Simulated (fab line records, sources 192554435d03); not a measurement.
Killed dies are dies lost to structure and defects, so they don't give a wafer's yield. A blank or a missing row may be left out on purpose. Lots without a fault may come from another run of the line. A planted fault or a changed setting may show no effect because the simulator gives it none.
Problem report in the 8D (eight disciplines) form, filled by code | flow n5_finfet | the parts of the form that need people (team, actions taken, sign-off) are left out

1. THE PROBLEM
HMC_CMP_THK at N5_PMOS_HMC_CHANNEL_EPI_THK_MEAS_22 reads a mean of 39.4 nm on 4 wafers of 3 lots; wafers without a fault read 53.5 nm with a standard deviation of 1.1. That is -13 standard deviations from the usual mean.
First seen on wafer L555.1, day 4 08:07, on film_metro-01. The record holds 38 wafers of 15 lots with a number at this step. Rule for "out", or "out of limits": more than 4 standard deviations from the usual mean. The other wafers with a number count as sound.

2. WHAT IT IS AND WHAT IT IS NOT
question                    | is                             | is not
which readings at this step | HMC_CMP_THK                    | -
which lots                  | L555, L556, L558               | L546, L547, L548, L549, L550, L552, L553, L563, L564, L566, L567, L568
which wafers of those lots  | L555.1, L556.1, L558.1, L558.5 | L555.4, L556.3, L558.6
read on which gauges        | film_metro-01, film_metro-02   | -
when                        | from day 4 08:07               | up to then (19 sound wafers); but 15 sound wafers of L556, L558, L563, L564, L566, L567, L568 came after

3. SUSPECTS, AND WHAT RULES EACH OUT
Counting: a tool at a process step up to the reading stays a suspect if it ran every lot that is out. Sound lots after the first of them don't rule it out here, since some wafers of a struck lot are sound.
- the gauge at N5_PMOS_HMC_CHANNEL_EPI_THK_MEAS_22: ruled out. The wafers that are out were read on 2 gauges (film_metro-01, film_metro-02).
- epi_rpcvd-03 at N5_PMOS_HMC_CHANNEL_EPI_EPI_20 (deposits SiGe30, target thk 59 nm): kept. It ran every lot that is out, first L555 (day 4 06:29); its last sound lot up to then is L552 (day 3 11:58).
Left after counting: epi_rpcvd-03 at N5_PMOS_HMC_CHANNEL_EPI_EPI_20.

4. THE CAUSE (what the simulator had put in)
Process parameter drift: epi_rpcvd-03, from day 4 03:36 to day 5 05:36, at N5_PMOS_HMC_CHANNEL_EPI_EPI_20. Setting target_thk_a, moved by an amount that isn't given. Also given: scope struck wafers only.
Counting left only this tool.

5. THE CHAIN OF EFFECTS, in route order
Each row: a reading whose mean over the struck wafers that have a number lies more than 3 standard deviations from the usual. Only readings for which the record gives a usual standard deviation are gone through. hours: the time from each lot's start at the first step in this table that gives one to its start at this step, as a median over the lots. sigmas: the change in usual standard deviations.
hours | step                                | reading     | usual          | on struck wafers | change    | sigmas
0     | N5_PMOS_HMC_CHANNEL_EPI_THK_MEAS_22 | HMC_CMP_THK | 53.5 nm        | 39.4             | -14.1     | -13
153   | N5_BEOL_M4_RC_MEAS_101              | CJ_P        | 5.81           | 4.60             | -1.21     | -5.3
153   | N5_BEOL_M4_RC_MEAS_101              | DIBL_P      | 37.1 mV/V      | 105.9            | +68.8     | +28
153   | N5_BEOL_M4_RC_MEAS_101              | IOFF_P      | 0.23 nA/um     | 25.80            | +25.57    | +99 or more
153   | N5_BEOL_M4_RC_MEAS_101              | IOFF_P_85C  | 3.9 nA/um      | 198.6            | +194.7    | +99 or more
153   | N5_BEOL_M4_RC_MEAS_101              | IOFF_P_LIN  | 0.105 nA/um    | 0.427            | +0.322    | +21
153   | N5_BEOL_M4_RC_MEAS_101              | IOFF_P_LONG | 0.000107 nA/um | 0.000071         | -0.000036 | -5.8
153   | N5_BEOL_M4_RC_MEAS_101              | ION_P       | 462 uA/um      | 354              | -108      | -12
153   | N5_BEOL_M4_RC_MEAS_101              | REXT_P      | 100.8 ohm.um   | 117.0            | +16.2     | +6.0
153   | N5_BEOL_M4_RC_MEAS_101              | RS_NWELL    | 1037 ohm/sq    | 1072             | +36       | +5.5
153   | N5_BEOL_M4_RC_MEAS_101              | SS_P        | 73.6 mV/dec    | 128.4            | +54.8     | +74
153   | N5_BEOL_M4_RC_MEAS_101              | VT_P_LONG   | -274.6 mV      | -284.8           | -10.2     | -4.6

6. WHAT WOULD HAVE CAUGHT IT SOONER
In this record the first reading out of limits at a measuring or inspecting step was taken at day 4 08:07, 5 hours after the fault began at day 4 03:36.
Of the lots that are out (3), L556, L558 began N5_PMOS_HMC_CHANNEL_EPI_EPI_20 on epi_rpcvd-03 after day 4 08:07. A hold on the tool at that time would have spared those 2.
